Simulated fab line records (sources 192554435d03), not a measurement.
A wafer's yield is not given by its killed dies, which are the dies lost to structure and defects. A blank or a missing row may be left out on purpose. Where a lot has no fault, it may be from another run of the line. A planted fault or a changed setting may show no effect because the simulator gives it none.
fab line records ; flow n5Finfet
[record] lots = 12; wafers = 36; lastDay = 18
route steps=1938 shown BEOL_M7@1321 BEOL_M8@1338 PASSIVATION@1936
lots with no fault: from the same line, run without faults
startH: hours from the record's first day to the start of the lot's first wafer shown ; waitH: hours from the lot's prior step to this one ; " as in the row above ; L1.1+2: several wafers, shown together as one row ; - no value, or no start was given ; * or withheld: withheld ; < > ~ a bound
route shown NAME@n: NAME is a module with steps in the file, n the number in the route of the first one ; usual: mean/standard deviation taken from wafers without a fault ; same: alike in all rows ; chamber/n: place in a boat ; sites: per-site readings ; _std_site: their standard deviation ; _edge_site: outer sites' mean less inner sites' ; radiusMm: for every site, how far away it sits from the centre of the wafer ; mask NAME#n: copy n ; behind: the last tool/chamber to shape the wafer ; hold: why the lot went on hold/how many hours it stayed there/how the hold came to an end ; device: transistor that didn't switch, given as n, p or np ; end of line: at the end of the route, the tests of the same wafers ; a step with no rows: only its recipe ; killed: dies that structure and defects cost at the first sort, which is not the same as the wafer's yield ; map: dies across one wafer; x = killed, . = not, _ = none there
set.NAME: the setting the step ran with; set.NAME@STEP: the setting that earlier step ran with ; model.NAME: the simulator's own value behind a step, which no gauge read
the route's steps for a sample of lots (tables are steps, rows are wafers)
services: from which hour (startH, from the record's first day; less than 0 if before it) a tool's chamber was out of use, for how many hours, and why
[[steps]]
[step N5_BEOL_M7_SURFACE_TREAT_79]
[recipe] gas = Ar; timeS = *; ionEnergyEv = *; ionCurrentMaCm2 = 0.5; pressureMtorr = *; arFlowSccm = 30
[usual] throttleValvePct = *
lot.wafer;tool;chamber;startH;waitH;throttleValvePct
L569.1;pvdSputter-01;-;230.50;0.3;*
L569.3;pvdSputter-01;-;230.50;0.3;*
L569.4;pvdSputter-01;-;230.50;0.3;*
L572.1;pvdSputter-01;-;254.60;0.4;*
L572.2;pvdSputter-01;-;254.60;0.4;*
L572.4;pvdSputter-01;-;254.60;0.4;*
L573.1;pvdSputter-01;-;255.40;0.7;*
L573.3;pvdSputter-01;-;255.40;0.7;*
L573.6;pvdSputter-01;-;255.40;0.7;*
L575.1;pvdSputter-02;-;257.95;0.4;*
L575.3;pvdSputter-02;-;257.95;0.4;*
L575.4;pvdSputter-02;-;257.95;0.4;*
L576.1;pvdSputter-02;-;264.37;0.2;*
L576.3;pvdSputter-02;-;264.37;0.2;*
L576.6;pvdSputter-02;-;264.37;0.2;*
L578.4;pvdSputter-03;-;275.08;0.2;*
L578.5;pvdSputter-03;-;275.08;0.2;*
L578.6;pvdSputter-03;-;275.08;0.2;*
L579.1;pvdSputter-02;-;306.53;1.9;*
L579.2;pvdSputter-02;-;306.53;1.9;*
L579.5;pvdSputter-02;-;306.53;1.9;*
L583.2;pvdSputter-02;-;312.73;0.2;*
L583.3;pvdSputter-02;-;312.73;0.2;*
L583.6;pvdSputter-02;-;312.73;0.2;*
L584.1;pvdSputter-03;-;333.70;0.5;*
L584.3;pvdSputter-03;-;333.70;0.5;*
L584.4;pvdSputter-03;-;333.70;0.5;*
L585.3;pvdSputter-01;-;339.77;0.2;*
L585.5;pvdSputter-01;-;339.77;0.2;*
L585.6;pvdSputter-01;-;339.77;0.2;*
L588.1;pvdSputter-03;-;342.25;0.3;*
L588.2;pvdSputter-03;-;342.25;0.3;*
L588.4;pvdSputter-03;-;342.25;0.3;*
L589.1;pvdSputter-02;-;368.57;0.4;*
L589.4;pvdSputter-02;-;368.57;0.4;*
L589.6;pvdSputter-02;-;368.57;0.4;*
[step N5_BEOL_M7_ANNEAL_51]
[recipe] tempC = 225; timeS = 90; ambient = N2
[usual] annealTempC = 224.96/0.17; wafer_temp_C_max = 226.2/0.44
lot.wafer;tool;chamber;startH;waitH;annealTempC;wafer_temp_C_max
L569.1;rtpAnneal-02;0;231.05;0.1;224.90;226.2
L569.3;rtpAnneal-02;0;231.05;0.1;225.06;225.8
L569.4;rtpAnneal-02;0;231.05;0.1;225.06;225.9
L572.1;rtpAnneal-01;0;256.19;0.5;225.22;226.4
L572.2;rtpAnneal-01;0;256.19;0.5;225.03;226.4
L572.4;rtpAnneal-01;0;256.19;0.5;224.89;227.4
L573.1;rtpAnneal-01;0;257.12;0.3;224.96;227.2
L573.3;rtpAnneal-01;0;257.12;0.3;224.93;226.2
L573.6;rtpAnneal-01;0;257.12;0.3;225.07;226.5
L575.1;rtpAnneal-01;0;258.40;0.1;225.19;226.7
L575.3;rtpAnneal-01;0;258.40;0.1;225.02;226.9
L575.4;rtpAnneal-01;0;258.40;0.1;225.20;226.4
L576.1;rtpAnneal-01;0;264.86;0.1;224.93;226.3
L576.3;rtpAnneal-01;0;264.86;0.1;225.08;226.9
L576.6;rtpAnneal-01;0;264.86;0.1;224.98;226.8
L578.4;rtpAnneal-01;0;275.62;0.2;224.70;226.6
L578.5;rtpAnneal-01;0;275.62;0.2;224.83;226.6
L578.6;rtpAnneal-01;0;275.62;0.2;224.49;227.0
L579.1;rtpAnneal-02;0;307.16;0.1;224.97;225.8
L579.2;rtpAnneal-02;0;307.16;0.1;224.95;225.6
L579.5;rtpAnneal-02;0;307.16;0.1;224.82;226.0
L583.2;rtpAnneal-02;0;313.16;0.1;224.81;226.1
L583.3;rtpAnneal-02;0;313.16;0.1;224.96;226.1
L583.6;rtpAnneal-02;0;313.16;0.1;224.62;226.0
L584.1;rtpAnneal-02;0;334.14;0.1;224.87;226.0
L584.3;rtpAnneal-02;0;334.14;0.1;224.98;225.6
L584.4;rtpAnneal-02;0;334.14;0.1;224.94;225.9
L585.3;rtpAnneal-02;0;340.32;0.2;224.91;226.1
L585.5;rtpAnneal-02;0;340.32;0.2;224.94;226.1
L585.6;rtpAnneal-02;0;340.32;0.2;224.90;226.1
L588.1;rtpAnneal-01;0;342.64;0.1;224.75;226.5
L588.2;rtpAnneal-01;0;342.64;0.1;224.89;227.0
L588.4;rtpAnneal-01;0;342.64;0.1;224.81;226.5
L589.1;rtpAnneal-02;0;369.25;0.3;224.77;225.6
L589.4;rtpAnneal-02;0;369.25;0.3;224.84;225.6
L589.6;rtpAnneal-02;0;369.25;0.3;224.81;225.7
[step N5_BEOL_M8_COAT_60]
[recipe] resist = SiARC; tempC = 220; timeS = 60; spinRpm = 1500; resistThkNm = 35
[usual] exhaustPa = 45.1/0.88; spinSpeedRpm = 1499.8/0.89
lot.wafer;tool;chamber;startH;waitH;exhaustPa;spinSpeedRpm
L569.1;lithoTrack-04;0;234.18;-;45.5;1500.6
L569.3;lithoTrack-04;0;234.18;-;46.3;1498.8
L569.4;lithoTrack-04;0;234.18;-;43.9;1499.7
L572.1;lithoTrack-03;0;260.41;-;46.0;1501.4
L572.2;lithoTrack-03;0;260.41;-;46.1;1501.5
L572.4;lithoTrack-03;0;260.41;-;46.4;1498.7
L573.1;lithoTrack-04;0;261.01;-;43.5;1499.5
L573.3;lithoTrack-04;0;261.01;-;43.9;1499.9
L573.6;lithoTrack-04;0;261.01;-;44.0;1499.4
L575.1;lithoTrack-01;0;261.11;-;44.7;1499.7
L575.3;lithoTrack-01;0;261.11;-;45.1;1499.9
L575.4;lithoTrack-01;0;261.11;-;44.5;1499.8
L576.1;lithoTrack-03;0;267.85;-;45.0;1499.7
L576.3;lithoTrack-03;0;267.85;-;43.9;1499.6
L576.6;lithoTrack-03;0;267.85;-;45.8;1500.1
L578.4;lithoTrack-04;0;279.26;-;45.7;1500.6
L578.5;lithoTrack-04;0;279.26;-;45.8;1500.5
L578.6;lithoTrack-04;0;279.26;-;45.9;1500.3
L579.1;lithoTrack-04;0;309.97;-;45.8;1500.9
L579.2;lithoTrack-04;0;309.97;-;45.7;1498.8
L579.5;lithoTrack-04;0;309.97;-;45.1;1499.0
L583.2;lithoTrack-04;0;315.57;-;45.3;1440.7
L583.3;lithoTrack-04;0;315.57;-;44.3;1440.9
L583.6;lithoTrack-04;0;315.57;-;44.5;1441.1
L584.1;lithoTrack-03;0;335.74;-;45.3;1499.3
L584.3;lithoTrack-03;0;335.74;-;46.2;1499.9
L584.4;lithoTrack-03;0;335.74;-;46.0;1498.6
L585.3;lithoTrack-04;0;342.72;-;43.7;1440.3
L585.5;lithoTrack-04;0;342.72;-;44.4;1439.6
L585.6;lithoTrack-04;0;342.72;-;45.4;1439.7
L588.1;lithoTrack-03;0;346.65;-;45.3;1499.4
L588.2;lithoTrack-03;0;346.65;-;44.8;1500.7
L588.4;lithoTrack-03;0;346.65;-;44.9;1498.7
L589.1;lithoTrack-01;0;372.68;-;43.3;1500.1
L589.4;lithoTrack-01;0;372.68;-;45.5;1499.5
L589.6;lithoTrack-01;0;372.68;-;43.5;1499.3
[step N5_BEOL_M8_OVL_MEAS_12]
[recipe] pointsPerWafer = 44
[usual] M8_OVL = -0.4/0.87
lot.wafer;tool;chamber;startH;waitH;M8_OVL[nm]
L569.1;overlay-02;0;234.45;0.0;-1.4
L569.3;overlay-02;0;234.45;0.0;-1.3
L569.4;overlay-02;0;234.45;0.0;-1.0
L572.1;overlay-02;0;260.81;0.0;-0.6
L572.2;overlay-02;0;260.81;0.0;0.4
L572.4;overlay-02;0;260.81;0.0;1.0
L573.1;overlay-02;0;261.41;0.0;1.2
L573.3;overlay-02;0;261.41;0.0;-0.7
L573.6;overlay-02;0;261.41;0.0;-0.6
L575.1;overlay-02;0;261.58;0.0;0.7
L575.3;overlay-02;0;261.58;0.0;0.5
L575.4;overlay-02;0;261.58;0.0;1.0
L576.1;overlay-01;0;268.12;0.0;-0.4
L576.3;overlay-01;0;268.12;0.0;-0.8
L576.6;overlay-01;0;268.12;0.0;-0.5
L578.4;overlay-01;0;279.69;0.0;-0.3
L578.5;overlay-01;0;279.69;0.0;0.2
L578.6;overlay-01;0;279.69;0.0;-0.5
L579.1;overlay-02;0;310.37;0.0;-1.2
L579.2;overlay-02;0;310.37;0.0;0.2
L579.5;overlay-02;0;310.37;0.0;-0.5
L583.2;overlay-02;0;315.97;0.0;-0.3
L583.3;overlay-02;0;315.97;0.0;-0.5
L583.6;overlay-02;0;315.97;0.0;-1.0
L584.1;overlay-01;0;336.14;0.0;-0.4
L584.3;overlay-01;0;336.14;0.0;-1.4
L584.4;overlay-01;0;336.14;0.0;-1.1
L585.3;overlay-01;0;343.12;0.0;0.3
L585.5;overlay-01;0;343.12;0.0;0.8
L585.6;overlay-01;0;343.12;0.0;-0.6
L588.1;overlay-02;0;346.93;0.0;-0.6
L588.2;overlay-02;0;346.93;0.0;-0.5
L588.4;overlay-02;0;346.93;0.0;0.1
L589.1;overlay-02;0;372.95;0.0;-0.5
L589.4;overlay-02;0;372.95;0.0;-0.8
L589.6;overlay-02;0;372.95;0.0;-1.1
[step N5_PASSIVATION_PROBE_49]
[usual] defectLimitedYield = 91.1/1.5; killed_at_M0_to_M3 = 35/9.5; killed_at_M4_up = 13/5.2; killedAtContacts = 12/6.1; killedAtFrontEnd = 41/14; killedAtOther = 3.8/2.9; killedDies = 105/17; killedOpen = 70/13; killedShort = 33/8.4; sort_bin_5_function = 5.1/0.97; sort_bin_6_memory = 3.4/0.69; sort_bin_8_speed = 0.00/0.007; sortNPass = 1075/17; sortYieldPct = 91.1/1.5
[same] grossDies = 1180; killedAtBackSide = 0; sort_bin_4_leakage[%] = 0
lot.wafer;tool;chamber;startH;waitH;defectLimitedYield[%];killed_at_M0_to_M3;killed_at_M4_up;killedAtContacts;killedAtFrontEnd;killedAtOther;killedDies;killedOpen;killedShort;sort_bin_5_function[%];sort_bin_6_memory[%];sort_bin_8_speed[%];sortNPass;sortYieldPct[%]
L583.2;prober-02;-;385.26;0.1;91.4;32;12;19;36;2;101;58;36;5.3;3.1;0;1079;91.4
L583.3;prober-02;-;385.31;0.1;89.7;57;8;14;40;2;121;71;47;6.0;3.7;0;1059;89.7
L583.6;prober-02;-;385.46;0.3;88.3;42;11;43;38;4;138;86;52;6.2;4.9;0;1042;88.3
// killed by level:class
L583.2 MOL_CONTACT_COAG:geometricParticle:open=14 FIN_SAQP:geometricParticle:short=11 BEOL_M1:geometricParticle:open=7 FIN_SAQP:geometricParticle:open=5 BEOL_M3:geometricParticle:open=5 DUMMY_GATE:geometricParticle:open=4 BEOL_M0_SAQP:geometricParticle:open=4 BEOL_M2:geometricParticle:open=4
L583.3 BEOL_M0_SAQP:geometricParticle:open=15 BEOL_M0_SAQP:geometricParticle:short=10 BEOL_M1:geometricParticle:open=10 FIN_SAQP:geometricParticle:short=9 MOL_CONTACT_COAG:geometricParticle:open=8 GATE_CUT:geometricParticle:short=7 BEOL_M2:geometricParticle:open=7 FIN_SAQP:geometricParticle:open=6
L583.6 MOL_CONTACT_COAG:geometricParticle:open=33 BEOL_M0_SAQP:geometricParticle:open=10 MOL_CONTACT_COAG:geometricParticle:short=10 BEOL_M3:geometricParticle:open=10 GATE_CUT:geometricParticle:short=8 FIN_SAQP:geometricParticle:short=6 STI_FIN_REVEAL:geometricParticle:open=6 BEOL_M0_SAQP:geometricParticle:short=6
[[services]]
tool;chamber;startH;hours;kind
pvdSputter-03;-;229.48;0.6;repair
rtpAnneal-01;-;288.53;3.9;pm
pvdSputter-01;-;343.75;1.0;repair
[[key]]
[firstSign] step = N5_BEOL_M8_COAT_60; reading = spinSpeedRpm; direction = down; sigmas = 67; usual = *; struck = *
effect none on later readings
metAt N5_BEOL_M8_COAT_60
struckLots L583,L585
notActingAt N5_BEOL_M7_SURFACE_TREAT_79,N5_BEOL_M7_ANNEAL_51,N5_BEOL_M8_OVL_MEAS_12
onsetBetween 309.97 315.57
[fault] kind = processParameterDrift; tool = lithoTrack-04; chamber = -; onsetH = 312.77; steps = N5_BEOL_M8_COAT_60; channel = spinRpm; offset = *; shape = step; endH = 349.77; actsIn = *; stated = *
